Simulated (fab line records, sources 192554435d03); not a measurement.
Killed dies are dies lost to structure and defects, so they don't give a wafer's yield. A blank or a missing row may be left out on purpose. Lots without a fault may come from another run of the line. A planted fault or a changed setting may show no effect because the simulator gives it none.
fab line records | flow n5_finfet
record lots=7 wafers=21
route steps=1938 shown WELL_APT@36 PMOS_HMC_CHANNEL_EPI@58 SD_EPI_P@321 SDB@353 HKMG_FIN@438
start_h: hours from the record's first day to the start of the lot's first wafer shown | wait_h: hours since the lot's step before | " the same as in the row above | L1.1+2: a row that stands for several wafers | - no value, or no start given | * or withheld: withheld | < > ~ a bound
route shown NAME@n: a module of which the file shows steps, and the number in the route of the first | usual: mean/standard deviation of fault-free wafers | same: alike in all rows | chamber/n: place in a boat | sites: the reading at each site | _std_site: their standard deviation | _edge_site: outer sites' mean less inner sites' | radius_mm: how far each site lies from the wafer's centre | mask NAME#n: copy n | behind: the tool/chamber that last shaped the wafer | hold: why the lot was held/for how many hours/how that ended | device: the transistor (n, p or np) that didn't switch | end of line: the same wafers' tests at the end of the route | a step without rows: its recipe alone | killed: dies lost to structure and defects at the first sort, not the wafer's yield | map: a wafer's dies, x killed, . not, _ none there
set.NAME: the setting as run; set.NAME@STEP: as run at that earlier step | model.NAME: the simulator's own value behind a step, which no gauge read
lots whose settings were changed on purpose; a table a step, a row a wafer
## steps
# step N5_WELL_APT_COAT_19
# recipe spin_rpm=1357 resist_thk_nm=950
# columns lot.wafer tool chamber start_h wait_h set.spin_rpm model.coat_of_WELL_APT_COAT_19.thk_nm
L075.1 litho_track-01 0 - - 1232 994.4
L075.5 " 0 " " 1357 950.5
L075.6 " 0 " " 1357 949.6
L076.1 litho_track-01 0 - - 1357 949.4
L076.3 " 0 " " 1357 952.4
L076.6 " 0 " " 1428 928.8
L078.4 litho_track-05 0 - - 1357 948.4
L078.5 " 0 " " 1357 948.9
L078.6 " 0 " " 1357 950.5
L081.2 litho_track-01 0 - - 1357 952.6
L081.4 " 0 " " 1357 953.5
L081.5 " 0 " " 1357 952.8
L085.1 litho_track-02 0 - - 1357 947
L085.3 " 0 " " 1304 962.9
L085.5 " 0 " " 1304 963.9
L090.1 litho_track-05 0 - - 1357 949.2
L090.4 " 0 " " 1357 951.4
L090.5 " 0 " " 1313 969.2
L095.1 litho_track-01 0 - - 1357 949.2
L095.2 " 0 " " 1426 926.6
L095.3 " 0 " " 1426 926.2
# step N5_WELL_APT_EXPOSE_22
# recipe mask_id=PWELL na=0.8 source_shape=conventional sigma_outer=0.8 polarization=unpolarized defocus_nm=0 target_cd_nm=200 dose_mj=23.2
# columns lot.wafer tool chamber start_h wait_h mask set.dose_mj
L075.1 krf_scanner-02 0 20.86 - PWELL#0 24.65
L075.5+6 " 0 " " PWELL#0 23.2
L076.1+6 krf_scanner-02 0 26.79 - PWELL#0 22.71
L076.3 " 0 " " PWELL#0 23.2
L078.4 krf_scanner-02 0 40.25 - PWELL#0 23.2
L078.5+6 " 0 " " PWELL#0 22.3
L081.2+4+5 krf_scanner-01 0 56.64 - PWELL#0 23.2
L085.1+3 krf_scanner-02 0 80.74 - PWELL#0 22.28
L085.5 " 0 " " PWELL#0 23.2
L090.1+5 krf_scanner-01 0 110.81 - PWELL#0 22.6
L090.4 " 0 " " PWELL#0 23.2
L095.1 krf_scanner-02 0 141.00 - PWELL#0 23.2
L095.2+3 " 0 " " PWELL#0 21.96
# step N5_WELL_APT_PEB_23
# recipe peb_temp_c=130 peb_time_s=90
# step N5_WELL_APT_DEVELOP_24
# recipe develop_time_s=45 rinse_liquid=surfactant_rinse dry=air_spin dev_temp_c=21
# step N5_WELL_APT_HARDBAKE_29
# recipe temp_c=130 time_s=120
# step N5_WELL_APT_CD_MEAS_25
# recipe target_cd_nm=200 landing_energy_ev=500 detector=se_inlens
# usual cd_nm=200.8/2
# columns lot.wafer tool chamber start_h wait_h set.dose_mj@WELL_APT_EXPOSE_22 cd_nm
L075.1 cd_sem-01 0 21.03 - 24.65 206.5
L075.5 " 0 " " 23.2 197.7
L075.6 " 0 " " 23.2 195.6
L076.1 cd_sem-02 0 26.96 - 22.71 199.2
L076.3 " 0 " " 23.2 201.4
L076.6 " 0 " " 22.71 200.6
L078.4 cd_sem-03 0 40.41 - 23.2 200.4
L078.5 " 0 " " 22.3 193.1
L078.6 " 0 " " 22.3 194.6
L081.2 cd_sem-02 0 56.81 - 23.2 199.8
L081.4 " 0 " " 23.2 205.4
L081.5 " 0 " " 23.2 202.8
L085.1 cd_sem-02 0 80.91 - 22.28 194.8
L085.3 " 0 " " 22.28 189.7
L085.5 " 0 " " 23.2 202.8
L090.1 cd_sem-01 0 110.98 - 22.6 196.5
L090.4 " 0 " " 23.2 196.7
L090.5 " 0 " " 22.6 195.0
L095.1 cd_sem-02 0 141.17 - 23.2 202.1
L095.2 " 0 " " 21.96 189.0
L095.3 " 0 " " 21.96 187.7
# step N5_WELL_APT_DESCUM_30
# recipe chemistry=O2 time_s=7.9 source_power_w=50 bias_power_w=20 pressure_mtorr=20 rf_frequency_hz=2.712e+07 temp_c=40 o2_flow_sccm=225
# columns lot.wafer tool chamber start_h wait_h set.dose_mj@WELL_APT_EXPOSE_22 model.WELL_APT.cd_nm
L075.1 rie_diel-06 2 21.25 0.2 24.65 206.3
L075.5 " 0 " " 23.2 197.4
L075.6 " 3 " " 23.2 195.5
L076.1 rie_diel-05 3 27.05 0.0 22.71 199
L076.3 " 2 " " 23.2 201.2
L076.6 " 0 " " 22.71 200.4
L078.4 rie_diel-06 1 40.49 0.0 23.2 200.4
L078.5 " 3 " " 22.3 193.3
L078.6 " 0 " " 22.3 194.4
L081.2 rie_diel-05 2 57.10 0.2 23.2 199.6
L081.4 " 0 " " 23.2 205.5
L081.5 " 1 " " 23.2 202.7
L085.1 rie_diel-06 0 81.02 0.1 22.28 194.7
L085.3 " 1 " " 22.28 190
L085.5 " 1 " " 23.2 202.6
L090.1 rie_diel-05 0 111.07 0.0 22.6 196.4
L090.4 " 3 " " 23.2 197.3
L090.5 " 2 " " 22.6 194.7
L095.1 rie_diel-06 0 141.78 0.6 23.2 202.2
L095.2 " 1 " " 21.96 189.1
L095.3 " 2 " " 21.96 187.8
# step N5_PMOS_HMC_CHANNEL_EPI_COAT_31
# recipe resist=BARC temp_c=205 time_s=60 spin_rpm=1500 resist_thk_nm=66
# columns lot.wafer tool chamber start_h wait_h set.spin_rpm model.BARC_of_PMOS_HMC_CHANNEL_EPI_COAT_31.thk_nm
L075.1 litho_track-01 0 22.99 0.0 1500 66.23
L075.5+6 " 0 " " 1500 66.26
L076.1 litho_track-04 0 28.77 0.0 1363 69.26
L076.3 " 0 " " 1500 65.99
L076.6 " 0 " " 1500 65.91
L078.4 litho_track-01 0 42.38 0.0 1500 65.67
L078.5 " 0 " " 1381 68.62
L078.6 " 0 " " 1381 68.52
L081.2 litho_track-04 0 58.83 0.0 1500 65.48
L081.4 " 0 " " 1500 65.62
L081.5 " 0 " " 1500 65.33
L085.1 litho_track-03 0 82.88 0.0 1500 66.11
L085.3 " 0 " " 1567 64.63
L085.5 " 0 " " 1567 64.8
L090.1 litho_track-03 0 112.81 0.1 1500 66.05
L090.4 " 0 " " 1388 68.58
L090.5 " 0 " " 1500 65.93
L095.1 litho_track-04 0 143.74 0.0 1500 65.77
L095.2 " 0 " " 1347 69.47
L095.3 " 0 " " 1500 65.88
# step N5_PMOS_HMC_CHANNEL_EPI_PEB_07
# recipe peb_temp_c=110 peb_time_s=60 resist=CAR-ArF-block
# columns lot.wafer tool chamber start_h wait_h set.peb_temp_c
L075.1+5 litho_track-01 0 23.15 0.1 110
L075.6 " 0 " " 107.8
L076.1+3+6 litho_track-01 0 29.06 0.1 110
L078.4+5 litho_track-01 0 42.67 0.0 111.1
L078.6 " 0 " " 110
L081.2+4+5 litho_track-04 0 59.11 0.0 110
L085.1+5 litho_track-03 0 83.16 0.1 110
L085.3 " 0 " " 111.1
L090.1 litho_track-03 0 113.09 0.1 110
L090.4+5 " 0 " " 107.5
L095.1+2 litho_track-04 0 143.89 0.1 108
L095.3 " 0 " " 110
# step N5_PMOS_HMC_CHANNEL_EPI_DEVELOP_08
# recipe develop_time_s=30 developer=TMAH resist=CAR-ArF-block dev_temp_c=23 rinse_liquid=diw dry=air_spin
# step N5_PMOS_HMC_CHANNEL_EPI_CD_MEAS_09
# recipe target_cd_nm=237.4 landing_energy_ev=500 detector=se_inlens
# usual cd_nm=237.6/0.96
# columns lot.wafer tool chamber start_h wait_h set.peb_temp_c@PMOS_HMC_CHANNEL_EPI_PEB_07 cd_nm
L075.1 cd_sem-01 0 23.22 - 110 235.7
L075.5 " 0 " " 110 234.7
L075.6 " 0 " " 107.8 229.0
L076.1 cd_sem-01 0 29.12 - 110 237.1
L076.3 " 0 " " 110 237.4
L076.6 " 0 " " 110 237.3
L078.4 cd_sem-03 0 42.73 - 111.1 240.5
L078.5 " 0 " " 111.1 239.5
L078.6 " 0 " " 110 236.9
L081.2 cd_sem-03 0 59.18 - 110 237.2
L081.4 " 0 " " 110 237.1
L081.5 " 0 " " 110 238.0
L085.1 cd_sem-02 0 83.22 - 110 238.1
L085.3 " 0 " " 111.1 238.8
L085.5 " 0 " " 110 237.1
L090.1 cd_sem-03 0 113.16 - 110 237.9
L090.4 " 0 " " 107.5 229.1
L090.5 " 0 " " 107.5 230.0
L095.1 cd_sem-02 0 143.96 - 108 233.6
L095.2 " 0 " " 108 232.2
L095.3 " 0 " " 110 237.8
# step N5_PMOS_HMC_CHANNEL_EPI_DESCUM_14
# recipe chemistry=O2 time_s=7.9 source_power_w=50 bias_power_w=20 pressure_mtorr=20 rf_frequency_hz=2.712e+07 temp_c=40 resist=CAR-ArF-block o2_flow_sccm=225
# columns lot.wafer tool chamber start_h wait_h set.peb_temp_c@PMOS_HMC_CHANNEL_EPI_PEB_07 model.PMOS_HMC_CHANNEL_EPI.cd_nm
L075.1 rie_diel-04 3 23.42 0.1 110 235.8
L075.5 " 1 " " 110 234.8
L075.6 " 2 " " 107.8 228.9
L076.1 rie_diel-01 1 29.21 0.0 110 237
L076.3+6 " 3,1 " " 110 237.3
L078.4 rie_diel-01 1 43.38 0.6 111.1 240.6
L078.5 " 2 " " 111.1 239.7
L078.6 " 3 " " 110 236.6
L081.2 rie_diel-03 0 59.26 0.0 110 237.3
L081.4 " 2 " " 110 237.4
L081.5 " 3 " " 110 237.8
L085.1 rie_diel-04 2 83.31 0.0 110 238.2
L085.3 " 0 " " 111.1 239.1
L085.5 " 2 " " 110 237.3
L090.1 rie_diel-03 2 113.25 0.0 110 237.6
L090.4 " 0 " " 107.5 228.9
L090.5 " 1 " " 107.5 230
L095.1 rie_diel-01 1 144.06 0.0 108 -
L095.2 " 2 " " 108 232.4
L095.3 " 3 " " 110 237.7
# step N5_PMOS_HMC_CHANNEL_EPI_ETCH_32
# recipe chemistry=N2/H2 target=BARC stop_on=SiO2 target_depth_a=858 over_etch_frac=0.3 time_s=50.3 ion_energy_ev=200 mask_material=CAR-ArF-block pressure_mtorr=30 source_w=840 bias_w=150 n2_flow_sccm=200 h2_flow_sccm=200
# columns lot.wafer tool chamber start_h wait_h set.spin_rpm@PMOS_HMC_CHANNEL_EPI_COAT_31 set.peb_temp_c@PMOS_HMC_CHANNEL_EPI_PEB_07 model.PMOS_HMC_CHANNEL_EPI.cd_nm model.etch.depth_nm
L075.1 rie_diel-04 3 23.45 0.0 1500 110 237.6 66.23
L075.5 " 1 " " 1500 110 237.8 66.26
L075.6 " 2 " " 1500 107.8 231.6 66.26
L076.1 rie_diel-01 1 29.25 0.0 1363 110 239.7 69.26
L076.3 " 3 " " 1500 110 240 65.99
L076.6 " 1 " " 1500 110 239.9 65.91
L078.4 rie_diel-01 1 43.41 0.0 1500 111.1 242.8 65.67
L078.5 " 2 " " 1381 111.1 242.2 68.62
L078.6 " 3 " " 1381 110 239 68.52
L081.2 rie_diel-03 0 59.30 0.0 1500 110 240.2 65.48
L081.4 " 2 " " 1500 110 240.3 65.62
L081.5 " 3 " " 1500 110 240.8 65.33
L085.1 rie_diel-04 2 83.35 0.0 1500 110 240.1 66.11
L085.3 " 0 " " 1567 111.1 241.9 64.63
L085.5 " 2 " " 1567 110 240.5 64.8
L090.1 rie_diel-03 2 113.29 0.0 1500 110 239.8 66.05
L090.4 " 0 " " 1388 107.5 231.4 68.58
L090.5 " 1 " " 1500 107.5 233.4 65.93
L095.1 rie_diel-01 1 144.09 0.0 1500 108 235.4 65.77
L095.2 " 2 " " 1347 108 235.4 69.47
L095.3 " 3 " " 1500 110 239 65.88
# step N5_SD_EPI_P_EPI_21
# recipe material=SiGe:B dopant=B temp_c=550 pressure_torr=20 ambient=H2 time_s=355
# columns lot.wafer tool chamber start_h wait_h set.time_s model.SiGe-B_of_SD_EPI_P_EPI_21.thk_nm
L075.1 epi_rpcvd-01 0 66.27 0.1 355 60.6
L075.5 " 0 67.71 1.5 355 60.4
L075.6 " 0 " " 355 61
L076.1 epi_rpcvd-02 0 72.66 0.1 319.9 56.8
L076.3 " 0 " " 355 61.2
L076.6 " 0 74.46 1.8 319.9 56.6
L078.4 epi_rpcvd-02 0 82.30 1.5 355 60.8
L078.5 " 0 " " 328.5 57.4
L078.6 " 0 " " 328.5 57
L081.2 epi_rpcvd-02 0 98.12 0.6 355 61
L081.4 " 0 " " 355 60.4
L081.5 " 0 " " 355 60.8
L085.1 epi_rpcvd-02 0 122.61 0.2 328.8 58.8
L085.3 " 0 " " 328.8 57.8
L085.5 " 0 " " 355 61
L090.1 epi_rpcvd-02 0 150.83 0.2 355 60.8
L090.4 " 0 152.27 1.5 355 60.6
L090.5 " 0 " " 355 61
L095.1 epi_rpcvd-01 0 181.31 0.1 292.1 53.4
L095.2 " 0 " " 355 60.2
L095.3 " 0 " " 292.1 54.6
# step N5_SD_EPI_P_EPI_MEAS_23
# recipe mode=xrd
# usual thk_nm=61.0/1.1
# columns lot.wafer tool chamber start_h wait_h set.time_s@SD_EPI_P_EPI_21 thk_nm
L075.1 film_metro-02 - 68.46 1.8 355 61.0
L075.5 " - " " 355 59.5
L075.6 " - " " 355 60.6
L076.1 film_metro-02 - 74.85 1.8 319.9 56.8
L076.3 " - " " 355 61.0
L076.6 " - " " 319.9 57.6
L078.4 film_metro-01 - 83.78 1.0 355 60.3
L078.5 " - " " 328.5 56.9
L078.6 " - " " 328.5 56.5
L081.2 film_metro-01 - 100.56 2.0 355 61.5
L081.4 " - " " 355 60.8
L081.5 " - " " 355 62.2
L085.1 film_metro-02 - 125.52 2.4 328.8 59.4
L085.3 " - " " 328.8 57.8
L085.5 " - " " 355 60.4
L090.1 film_metro-01 - 153.75 2.4 355 61.4
L090.4 " - " " 355 60.0
L090.5 " - " " 355 62.0
L095.1 film_metro-02 - 183.50 1.9 292.1 52.3
L095.2 " - " " 355 60.7
L095.3 " - " " 292.1 51.5
# step N5_SD_EPI_P_HM_STRIP_48
# recipe chemistry=H3PO4 temp_c=160 material=SiNx target=SiNx target_depth_a=30 overetch_fraction=0.3
# columns lot.wafer tool chamber start_h wait_h set.time_s@SD_EPI_P_EPI_21 model.SiGe-B_of_SD_EPI_P_EPI_21.thk_nm
L075.1 wet_bench-06 3 68.50 0.0 355 60.4
L075.5 " 2 " " 355 60.2
L075.6 " 6 " " 355 60.8
L076.1+6 wet_bench-06 2,0 74.89 0.0 319.9 56.4
L076.3 " 4 " " 355 60.8
L078.4 wet_bench-02 6 83.81 0.0 355 60.4
L078.5 " 4 " " 328.5 57
L078.6 " 3 " " 328.5 56.6
L081.2+5 wet_bench-03 6,3 100.59 0.0 355 60.6
L081.4 " 0 " " 355 60.2
L085.1 wet_bench-03 4 125.56 0.0 328.8 58.4
L085.3 " 5 " " 328.8 57.4
L085.5 " 6 " " 355 60.6
L090.1+4 wet_bench-06 5,6 153.78 0.0 355 60.4
L090.5 " 4 " " 355 60.6
L095.1 wet_bench-03 6 183.54 0.0 292.1 53
L095.2 " 1 " " 355 59.8
L095.3 " 4 " " 292.1 54.2
# step N5_SDB_EXPOSE_08
# recipe mask_id=SDB na=1.35 source_shape=conventional sigma_outer=0.5 polarization=unpolarized dose_mj=49.6
# columns lot.wafer tool chamber start_h wait_h mask set.dose_mj
L075.1+6 arfi_scanner-02 0 76.64 - SDB#0 49.6
L075.5 " 0 " " SDB#0 46.9
L076.1+6 arfi_scanner-03 0 82.67 - SDB#0 48.29
L076.3 " 0 " " SDB#0 49.6
L078.4+5 arfi_scanner-01 0 91.41 - SDB#0 49.6
L078.6 " 0 " " SDB#0 47.17
L081.2+4+5 arfi_scanner-01 0 108.50 - SDB#0 49.6
L085.1+5 arfi_scanner-03 0 133.07 - SDB#0 49.6
L085.3 " 0 " " SDB#0 48.06
L090.1+4+5 arfi_scanner-01 0 161.27 - SDB#0 49.6
L095.1 arfi_scanner-02 0 191.75 - SDB#0 48.12
L095.2+3 " 0 " " SDB#0 49.6
# step N5_SDB_PEB_09
# recipe peb_temp_c=withheld peb_time_s=60 resist=CAR-ArF
# step N5_SDB_DEVELOP_10
# recipe develop_time_s=30 developer=TMAH resist=CAR-ArF rinse_liquid=diw dry=air_spin dev_temp_c=23
# step N5_SDB_CD_MEAS_11
# recipe target_cd_nm=50 landing_energy_ev=500 detector=se_inlens polarity=opening
# usual cd_nm=50.8/0.88
# columns lot.wafer tool chamber start_h wait_h set.dose_mj@SDB_EXPOSE_08 cd_nm
L075.1 cd_sem-01 0 76.76 - 49.6 52.4
L075.5 " 0 " " 46.9 45.2
L075.6 " 0 " " 49.6 51.5
L076.1 cd_sem-02 0 82.80 - 48.29 48.9
L076.3 " 0 " " 49.6 51.6
L076.6 " 0 " " 48.29 47.8
L078.4 cd_sem-01 0 91.52 - 49.6 51.1
L078.5 " 0 " " 49.6 50.5
L078.6 " 0 " " 47.17 46.0
L081.2 cd_sem-02 0 108.62 - 49.6 50.9
L081.4 " 0 " " 49.6 51.2
L081.5 " 0 " " 49.6 51.4
L085.1 cd_sem-03 0 133.20 - 49.6 50.7
L085.3 " 0 " " 48.06 48.1
L085.5 " 0 " " 49.6 50.3
L090.1 cd_sem-01 0 161.40 - 49.6 51.0
L090.4 " 0 " " 49.6 50.0
L090.5 " 0 " " 49.6 50.6
L095.1 cd_sem-02 0 191.87 - 48.12 47.3
L095.2 " 0 " " 49.6 50.6
L095.3 " 0 " " 49.6 50.0
# step N5_SDB_ETCH_17
# recipe chemistry=CF4 target=SiARC target_depth_a=234 mask_material=CAR-ArF time_s=39 ion_energy_ev=80 pressure_mtorr=40 source_w=545 bias_w=36 Ar_flow_sccm=100 cf4_flow_sccm=100 ends=cleared
# usual rf_vpp_V=183.6/1
# columns lot.wafer tool chamber start_h wait_h set.bias_w rf_vpp_V
L075.1 rie_diel-02 3 76.89 0.0 36 183.3
L075.5 " 0 " " 33.43 174.8
L075.6 " 2 " " 36 183.3
L076.1 rie_diel-06 2 82.92 0.0 38.97 193.0
L076.3 " 3 " " 38.97 195.2
L076.6 " 0 " " 38.97 194.4
L078.4 rie_diel-05 0 91.64 0.0 31.15 167.2
L078.5 " 2 " " 31.15 167.0
L078.6 " 1 " " 36 182.2
L081.2 rie_diel-05 3 109.51 0.0 36 184.0
L081.4 " 1 " " 36 183.2
L081.5 " 3 " " 36 184.6
L085.1 rie_diel-05 0 133.73 0.0 33.24 174.3
L085.3 " 3 " " 36 184.0
L085.5 " 1 " " 36 183.3
L090.1 rie_diel-02 2 161.75 0.0 36 184.2
L090.4 " 0 " " 36 184.2
L090.5 " 3 " " 36 183.9
L095.1 rie_diel-06 3 192.00 0.0 32.67 175.1
L095.2 " 2 " " 32.67 172.2
L095.3 " 0 " " 36 181.5
# step N5_HKMG_FIN_ETCH_35
# recipe chemistry=N2/H2 target=SOC target_depth_a=2158 ion_energy_ev=65 bias_w=5 source_w=3000 time_s=243.4 pressure_mtorr=30 n2_flow_sccm=200 h2_flow_sccm=200
# columns lot.wafer tool chamber start_h wait_h set.time_s model.SOC_of_HKMG_FIN_COAT_29.thk_nm model.etch.depth_nm model.HKMG_FIN.feature_depth_nm
L075.1 rie_diel-06 0 86.66 0.0 189.1 129.4 171.3 171.4
L075.5 " 0 " " 243.4 80.2 220.5 220.4
L075.6 " 1 " " 243.4 90 210.3 210.4
L076.1 rie_diel-06 3 92.17 0.0 243.4 89.6 208.9 209
L076.3 " 0 " " 271.8 51.2 248.6 248.6
L076.6 " 3 " " 271.8 64.2 235.1 235.2
L078.4 rie_diel-05 2 101.41 0.0 221.5 102.8 198.2 198.2
L078.5 " 3 " " 243.4 93 207.1 207.2
L078.6 " 2 " " 221.5 102.8 197.4 197.4
L081.2 rie_diel-02 1 118.94 0.0 243.4 80.8 218.9 218.8
L081.4 " 0 " " 243.4 75.4 224.4 224.4
L081.5 " 1 " " 243.4 80.4 218.6 218.6
L085.1 rie_diel-06 0 143.83 0.0 194.8 121 179 179
L085.3 " 2 " " 243.4 77.4 222.6 222.6
L085.5 " 1 " " 194.8 128.4 170.4 170.4
L090.1 rie_diel-05 2 171.43 0.0 203.7 119.2 180.7 180.6
L090.4 " 3 " " 203.7 130.4 171.1 171.2
L090.5 " 0 " " 243.4 83.8 217 217
L095.1 rie_diel-05 1 201.77 0.0 243.4 74.8 224.9 224.8
L095.2 " 3 " " 281.7 62.8 237.7 237.8
L095.3 " 2 " " 243.4 85.6 214.5 214.4
## key
split step=N5_WELL_APT_COAT_19 setting=spin_rpm stated=1357 by=wafer
response step=N5_WELL_APT_COAT_19 reading=model.coat_of_WELL_APT_COAT_19.thk_nm change=-4.67 per=1% r=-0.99
split step=N5_WELL_APT_EXPOSE_22 setting=dose_mj stated=23.2 by=wafer
response step=N5_WELL_APT_CD_MEAS_25 reading=cd_nm change=+1.9 per=1% r=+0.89
response step=N5_WELL_APT_DESCUM_30 reading=model.WELL_APT.cd_nm change=+1.9 per=1% r=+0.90
split step=N5_PMOS_HMC_CHANNEL_EPI_COAT_31 setting=spin_rpm stated=1500 by=wafer
response step=N5_PMOS_HMC_CHANNEL_EPI_COAT_31 reading=model.BARC_of_PMOS_HMC_CHANNEL_EPI_COAT_31.thk_nm change=-0.356 per=1% r=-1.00
response step=N5_PMOS_HMC_CHANNEL_EPI_ETCH_32 reading=model.etch.depth_nm change=-0.356 per=1% r=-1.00
split step=N5_PMOS_HMC_CHANNEL_EPI_PEB_07 setting=peb_temp_c stated=110 by=wafer
response step=N5_PMOS_HMC_CHANNEL_EPI_CD_MEAS_09 reading=cd_nm change=+3.07 per=1% r=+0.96
response step=N5_PMOS_HMC_CHANNEL_EPI_DESCUM_14 reading=model.PMOS_HMC_CHANNEL_EPI.cd_nm change=+3.18 per=1% r=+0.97
response step=N5_PMOS_HMC_CHANNEL_EPI_ETCH_32 reading=model.PMOS_HMC_CHANNEL_EPI.cd_nm change=+2.81 per=1% r=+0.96
split step=N5_SD_EPI_P_EPI_21 setting=time_s stated=355 by=wafer
response step=N5_SD_EPI_P_EPI_21 reading=model.SiGe-B_of_SD_EPI_P_EPI_21.thk_nm change=+0.385 per=1% r=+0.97
response step=N5_SD_EPI_P_EPI_MEAS_23 reading=thk_nm change=* per=1% r=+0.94
response step=N5_SD_EPI_P_HM_STRIP_48 reading=model.SiGe-B_of_SD_EPI_P_EPI_21.thk_nm change=+0.384 per=1% r=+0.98
split step=N5_SDB_EXPOSE_08 setting=dose_mj stated=49.6 by=wafer
response step=N5_SDB_CD_MEAS_11 reading=cd_nm change=+1.08 per=1% r=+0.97
split step=N5_SDB_ETCH_17 setting=bias_w stated=36 by=wafer
response step=N5_SDB_ETCH_17 reading=rf_vpp_V change=+1.09 per=1% r=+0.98
split step=N5_HKMG_FIN_ETCH_35 setting=time_s stated=243.4 by=wafer
response step=N5_HKMG_FIN_ETCH_35 reading=model.SOC_of_HKMG_FIN_COAT_29.thk_nm change=-2.05 per=1% r=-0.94
response step=N5_HKMG_FIN_ETCH_35 reading=model.etch.depth_nm change=+2.07 per=1% r=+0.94
response step=N5_HKMG_FIN_ETCH_35 reading=model.HKMG_FIN.feature_depth_nm change=+2.07 per=1% r=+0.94
